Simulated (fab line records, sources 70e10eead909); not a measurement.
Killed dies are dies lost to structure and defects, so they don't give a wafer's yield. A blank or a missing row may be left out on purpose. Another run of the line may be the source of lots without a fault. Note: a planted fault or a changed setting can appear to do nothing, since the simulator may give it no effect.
The tool behind it: which one? | flow nand-harc | Sampling: 12 lots, 36 wafers, 5 of 1159 route steps

== WHAT THE GAUGES READ, wafer by wafer ==
NHARC_P_M1_CD_MEAS_16. Usual: 130.0 nm for cd-nm, sd 0.88.
lot  | measured     | on        | cd-nm (nm)        | flag
L452 | day 8 16:29  | cd-sem-02 | 128.4 131.2 131.2 |
L454 | day 9 03:19  | cd-sem-03 | 129.6 131.5 130.8 |
L457 | day 9 09:17  | cd-sem-01 | 130.2 130.3 130.0 |
L458 | day 9 11:56  | cd-sem-01 | 130.2 129.3 128.3 |
L460 | day 9 14:02  | cd-sem-01 | 129.7 130.0 131.6 |
L464 | day 10 02:46 | cd-sem-03 | 131.1 128.7 129.8 |
L466 | day 10 05:54 | cd-sem-01 | 129.6 130.7 128.5 |
L465 | day 10 06:35 | cd-sem-01 | 132.3 131.7 131.1 |
L467 | day 10 15:23 | cd-sem-01 | 129.6 128.7 129.3 |
L468 | day 10 20:29 | cd-sem-02 | 130.0 129.2 131.8 |
L469 | day 10 21:08 | cd-sem-03 | 129.3 130.8 130.2 |
L471 | day 11 11:35 | cd-sem-02 | 130.4 131.5 130.8 |

NHARC_END_SORT_01. Usual: defect-limited-yield 95.1 %, standard deviation 1.7; killed-at-array 29, standard deviation 11; killed-at-other 0.5, standard deviation 0.85; killed-at-periphery 3.0, standard deviation 2.3; killed-dies 33, standard deviation 12; killed-open 3.3, standard deviation 1.9; killed-short 2.0, standard deviation 1.5; sort_bin_2_pct 1.5 %, standard deviation 0.66; sort_bin_3_pct 0.25 %, standard deviation 0.21; sort_bin_4_pct 3.1 %, standard deviation 1.2; sort-n-pass 644, standard deviation 12; sort-rim-yield-pct 96.7 %, standard deviation 2; sort-yield-pct 95.1 %, standard deviation 1.7.
lot  | measured     | on        | defect-limited-yield (%) | killed-at-array | killed-at-other | killed-at-periphery | killed-dies | killed-open | killed-short | sort_bin_2_pct (%) | sort_bin_3_pct (%) | sort_bin_4_pct (%) | sort-n-pass | sort-rim-yield-pct (%) | sort-yield-pct (%) | flag
L452 | day 25 00:16 | prober-02 | 96.8 97.5 95.9           | 20 13 27        | 0 0 0           | 2 4 1               | 22 17 28    | 2 3 2       | 1 1 3        | 1.0 0.7 1.0        | 0.30 0 0.44        | 1.9 1.8 2.7        | 655 660 649 | 97.2 97.2 94.3         | 96.8 97.5 95.9     |
L454 | day 25 21:56 | prober-01 | 95.1 95.1 95.6           | 26 29 24        | 4 3 2           | 3 1 4               | 33 33 30    | 1 2 2       | 1 2 2        | 2.1 1.6 1.6        | 0.30 0.30 0.30     | 2.5 3.0 2.5        | 644 644 647 | 97.2 97.2 98.1         | 95.1 95.1 95.6     |
L457 | day 26 11:43 | prober-01 | 3.7 4.6 5.3              | 30 34 33        | 0 0 0           | 622 612 608         | 652 646 641 | 2 4 1       | 6 1 3        | 92.9 91.6 91.3     | 0.30 0.44 0        | 3.1 3.4 3.4        | 25 31 36    | 0 0 0                  | 3.7 4.6 5.3        | OFF
L458 | day 26 08:21 | prober-02 | 5.2 4.1 4.4              | 25 40 30        | 3 1 2           | 614 608 615         | 642 649 647 | 3 6 3       | 1 4 3        | 91.4 91.6 91.9     | 0 0.44 0.44        | 3.4 3.8 3.2        | 35 28 30    | 0 17.9 22.6            | 5.2 4.1 4.4        | OFF
L460 | day 28 06:14 | prober-02 | 4.6 4.9 4.4              | 42 47 49        | 0 0 0           | 604 597 598         | 646 644 647 | 7 10 2      | 4 0 1        | 92.0 89.8 90.3     | 0.15 0 0.30        | 3.2 5.3 5.0        | 31 33 30    | 23.6 18.9 10.4         | 4.6 4.9 4.4        | OFF
L464 | day 28 01:59 | prober-01 | 95.1 96.5 94.7           | 29 22 32        | 1 0 0           | 3 2 4               | 33 24 36    | 7 1 4       | 1 0 0        | 1.6 0.7 1.6        | 0.15 0.44 0.15     | 3.1 2.4 3.5        | 644 653 641 | 98.1 99.1 97.2         | 95.1 96.5 94.7     |
L466 | day 27 14:41 | prober-02 | 97.2 97.5 97.5           | 16 17 15        | 0 0 0           | 3 0 2               | 19 17 17    | 1 3 2       | 1 0 4        | 0.6 0.7 0.3        | 0 0.30 0           | 2.2 1.5 2.2        | 658 660 660 | 98.1 100.0 98.1        | 97.2 97.5 97.5     |
L465 | day 27 12:46 | prober-01 | 93.9 93.4 93.8           | 34 34 37        | 0 0 0           | 7 11 5              | 41 45 42    | 2 1 4       | 0 2 4        | 1.8 1.8 1.9        | 0.15 0.30 0.15     | 4.1 4.6 4.1        | 636 632 635 | 98.1 95.3 94.3         | 93.9 93.4 93.8     |
L467 | day 27 06:56 | prober-02 | 93.5 95.3 93.1           | 43 29 44        | 1 0 1           | 0 3 2               | 44 32 47    | 2 2 1       | 1 4 5        | 2.2 1.5 1.6        | 0.44 0.15 0.44     | 3.8 3.1 4.9        | 633 645 630 | 93.4 96.2 90.6         | 93.5 95.3 93.1     |
L468 | day 27 22:31 | prober-02 | 94.7 96.0 95.9           | 32 25 26        | 0 0 0           | 4 2 2               | 36 27 28    | 2 7 3       | 1 2 0        | 1.6 0.9 1.9        | 0.30 0.15 0.30     | 3.4 3.0 1.9        | 641 650 649 | 94.3 100.0 93.4        | 94.7 96.0 95.9     |
L469 | day 27 19:00 | prober-01 | 93.1 91.3 93.2           | 44 52 41        | 0 1 0           | 3 6 5               | 47 59 46    | 1 2 2       | 1 0 1        | 3.1 3.0 3.0        | 0.74 0.59 0.15     | 3.1 5.2 3.7        | 630 618 631 | 94.3 97.2 95.3         | 93.1 91.3 93.2     |
L471 | day 28 14:04 | prober-02 | 97.8 96.9 97.3           | 15 18 16        | 0 0 0           | 0 3 2               | 15 21 18    | 2 6 2       | 0 3 3        | 0.6 1.2 0.6        | 0 0.15 0.15        | 1.6 1.8 1.9        | 662 656 659 | 97.2 97.2 97.2         | 97.8 96.9 97.3     |

== TOOL THAT RAN EACH LOT (tool first, then ch and the chambers of the sampled wafers, then the start) ==
lot  | NHARC_P_M0_ANNEAL_30             | NHARC_P_M0_CMP_23             | NHARC_P_M1_STRIP_18
L452 | rtp-anneal-01 ch 0, day 8 13:53  | cmp-04 ch 0,3, day 8 14:14    | rie-diel-02 ch 0,1,2, day 8 16:35
L454 | rtp-anneal-02 ch 0, day 9 00:16  | cmp-03 ch 0,3, day 9 00:26    | rie-diel-02 ch 1,2, day 9 03:25
L457 | rtp-anneal-02 ch 0, day 9 06:39  | cmp-03 ch 0,1,3, day 9 07:00  | rie-diel-02 ch 1,2, day 9 09:23
L458 | rtp-anneal-01 ch 0, day 9 09:04  | cmp-03 ch 1,2, day 9 09:23    | rie-diel-02 ch 0,2, day 9 12:01
L460 | rtp-anneal-02 ch 0, day 9 10:37  | cmp-03 ch 0,3, day 9 10:57    | rie-diel-13 ch 0,1,2, day 9 14:08
L464 | rtp-anneal-01 ch 0, day 10 00:04 | cmp-02 ch 0,3, day 10 00:25   | rie-diel-13 ch 0,1,3, day 10 02:52
L466 | rtp-anneal-02 ch 0, day 10 03:18 | cmp-02 ch 0,2,3, day 10 03:42 | rie-diel-13 ch 1,2, day 10 05:59
L465 | rtp-anneal-02 ch 0, day 10 04:01 | cmp-04 ch 0,1, day 10 04:13   | rie-diel-10 ch 0,2,3, day 10 06:43
L467 | rtp-anneal-02 ch 0, day 10 12:40 | cmp-03 ch 0,2,3, day 10 13:04 | rie-diel-13 ch 0,1,3, day 10 15:29
L468 | rtp-anneal-01 ch 0, day 10 17:47 | cmp-03 ch 2,3, day 10 18:08   | rie-diel-13 ch 0,2,3, day 10 20:35
L469 | rtp-anneal-01 ch 0, day 10 18:25 | cmp-03 ch 1,2,3, day 10 18:46 | rie-diel-02 ch 0,1,3, day 10 21:15
L471 | rtp-anneal-01 ch 0, day 11 08:51 | cmp-03 ch 0,1,3, day 11 09:16 | rie-diel-13 ch 0,2, day 11 11:39
- NHARC_P_M0_ANNEAL_30: time 90 s.
- NHARC_P_M0_CMP_23: polishes, t overpolish 20 s, target thk 117.53 nm.
- NHARC_P_M1_STRIP_18: strips in N2/H2.

== AS READ BY THE TOOLS THEMSELVES (means over the sampled wafers that have a number; for cases with no such wafer, the mark the record gives instead) ==
NHARC_P_M0_ANNEAL_30. Usual: 226.17 for wafer_temp_C_max, sd 0.28.
lot  | tool          | wafer_temp_C_max | flag
L452 | rtp-anneal-01 | 226.27           |
L454 | rtp-anneal-02 | 226.26           |
L457 | rtp-anneal-02 | 226.10           |
L458 | rtp-anneal-01 | 226.33           |
L460 | rtp-anneal-02 | 226.13           |
L464 | rtp-anneal-01 | 226.34           |
L466 | rtp-anneal-02 | 225.81           |
L465 | rtp-anneal-02 | 226.14           |
L467 | rtp-anneal-02 | 225.79           |
L468 | rtp-anneal-01 | 226.61           |
L469 | rtp-anneal-01 | 226.17           |
L471 | rtp-anneal-01 | 226.37           |

NHARC_P_M0_CMP_23. Usual: motor-current-A 11.9 A, standard deviation 1.7; slurry-flow-ml-min 150.1, standard deviation 0.49; time-to-endpoint-s 29.5 s, standard deviation 2.5.
lot  | tool   | motor-current-A (A) | slurry-flow-ml-min | time-to-endpoint-s (s) | flag
L452 | cmp-04 | 12.0                | 150.1              | 29.0                   |
L454 | cmp-03 | 13.0                | 149.9              | 32.2                   |
L457 | cmp-03 | 11.6                | 149.6              | 29.8                   |
L458 | cmp-03 | 11.0                | 150.0              | 27.4                   |
L460 | cmp-03 | 13.1                | 149.8              | 29.9                   |
L464 | cmp-02 | 12.8                | 149.5              | 25.2                   |
L466 | cmp-02 | 12.4                | 150.6              | 29.8                   |
L465 | cmp-04 | 11.7                | 150.3              | 28.6                   |
L467 | cmp-03 | 12.2                | 149.9              | 30.9                   |
L468 | cmp-03 | 13.9                | 150.3              | 28.9                   |
L469 | cmp-03 | 12.3                | 150.0              | 28.5                   |
L471 | cmp-03 | 11.7                | 150.5              | 30.5                   |

NHARC_P_M1_STRIP_18. Usual: chamber-pressure-mTorr 30.000 mTorr (standard deviation 0.028); drypump-motor-current-A 5.7 A (standard deviation 0.58); mfc-ar-sccm 0.011 sccm (standard deviation 0.0082); oes-product-au 0.996 a.u. (standard deviation 0.01); rf-vpp-V 90.5 V (standard deviation 0.99); showerhead-plenum-p-Torr 2.02 Torr (standard deviation 0.11); throttle-valve-pct 14.173 % (standard deviation 0.0093).
lot  | tool        | chamber-pressure-mTorr (mTorr) | drypump-motor-current-A (A) | mfc-ar-sccm (sccm) | oes-product-au (a.u.) | rf-vpp-V (V) | showerhead-plenum-p-Torr (Torr) | throttle-valve-pct (%) | flag
L452 | rie-diel-02 | 30.001                         | 5.6                         | 0.011              | 0.997                 | 90.5         | 2.09                            | 14.167                 |
L454 | rie-diel-02 | 30.025                         | 5.2                         | 0.014              | 0.991                 | 90.3         | 2.02                            | 14.169                 |
L457 | rie-diel-02 | -                              | -                           | -                  | -                     | -            | -                               | -                      | OFF
L458 | rie-diel-02 | -                              | -                           | -                  | -                     | -            | -                               | -                      | OFF
L460 | rie-diel-13 | -                              | -                           | -                  | -                     | -            | -                               | -                      | OFF
L464 | rie-diel-13 | 29.959                         | 5.9                         | 0.015              | 0.993                 | 89.6         | 1.92                            | 14.177                 |
L466 | rie-diel-13 | 29.978                         | 5.5                         | 0.007              | 0.992                 | 90.5         | 2.10                            | 14.176                 |
L465 | rie-diel-10 | 29.961                         | 5.4                         | 0.010              | 0.995                 | 90.8         | 2.04                            | 14.172                 |
L467 | rie-diel-13 | 30.008                         | 6.0                         | 0.015              | 1.003                 | 90.7         | 1.91                            | 14.167                 |
L468 | rie-diel-13 | 30.003                         | 6.2                         | 0.008              | 0.996                 | 90.8         | 2.00                            | 14.175                 |
L469 | rie-diel-02 | 29.995                         | 5.6                         | 0.007              | 0.996                 | 91.2         | 2.08                            | 14.169                 |
L471 | rie-diel-13 | 30.010                         | 5.9                         | 0.005              | 0.995                 | 91.4         | 2.10                            | 14.172                 |

== THE ANSWER, worked out from the rows above alone ==
Rule: take the mean of a lot's wafers that have a number; if it is more than 3 standard deviations from the usual mean, the lot is off. A lot without any number at a reading at which 4 lots or more have one is off too. Any other lot the step has rows for is counted as sound. First the gauges in route order, then the tools' own readings, where a lot's mean is used as printed above. The first step at which some lot is off is used, and at that step the reading that is off furthest; a lot without a number counts as furthest.
Off, at NHARC_END_SORT_01 on killed-at-periphery: L457, L458, L460.
A tool fits if, at a process step before that reading, it ran every lot that is off, and no sound lot after the first of them. The gauges at NHARC_END_SORT_01 aren't tried: what is off there is off at NHARC_P_M1_STRIP_18 too, on other tools, and a gauge's error can't cause that. Not one of the candidates tried fits.

== WHAT HAD BEEN PUT IN BY THE SIMULATOR ==
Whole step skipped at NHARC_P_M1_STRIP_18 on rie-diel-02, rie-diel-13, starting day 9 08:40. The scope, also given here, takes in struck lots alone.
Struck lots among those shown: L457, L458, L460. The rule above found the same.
